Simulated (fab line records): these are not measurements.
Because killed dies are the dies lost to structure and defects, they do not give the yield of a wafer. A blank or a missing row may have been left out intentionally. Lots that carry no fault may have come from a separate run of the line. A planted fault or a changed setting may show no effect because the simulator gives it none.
Chamber matching ; flow n5-finfet ; N5_BEOL_M5_CVD_47 on cvd-co-02: 3 sister chambers
The step deposits Co from CCTBA/H2, target thk 3 nm, time 216 s. 3 wafers are shown with their chamber, then 8 later ones without.

## WAFERS PAIRED WITH THEIR CHAMBERS
wafer;chamber;run-length-s (s)
L295.2;2;238.6
L295.5;1;239.3
L297.1;0;238.5

## WAFERS WITH NO CHAMBER GIVEN
wafer;run-length-s (s)
L297.4;239.0
L297.5;239.0
L296.1;239.2
L296.2;238.7
L296.4;239.2
L298.1;239.5
L298.2;238.9
L298.3;239.5

## EACH ONE'S CHAMBER
wafer;from the rows above;in truth
L297.4;can't be placed: 1 or 2 or 0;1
L297.5;can't be placed: 1 or 2 or 0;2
L296.1;1;1
L296.2;can't be placed: 2 or 0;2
L296.4;1;1
L298.1;1;1
L298.2;can't be placed: 2 or 0 or 1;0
L298.3;1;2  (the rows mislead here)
Correctly placed: 3 of 8. Not placeable from these rows: 4 (in 4, the candidates include the true chamber). Number placed wrongly: 1.
How it was worked out, from the rows above alone: a wafer's distance from a chamber is the root of the sum, over the readings, of the square of ((its reading less the chamber's mean) divided by the reading's scatter). If the next closest chamber is less than 2 further off than the closest, the wafer can't be placed; otherwise it belongs to the closest. For every chamber, the mean is computed from those of its wafers that are shown. The scatter (one wafer shown for each chamber): square how far every hidden wafer sits from the nearest shown wafer, average those squares and take the square root.
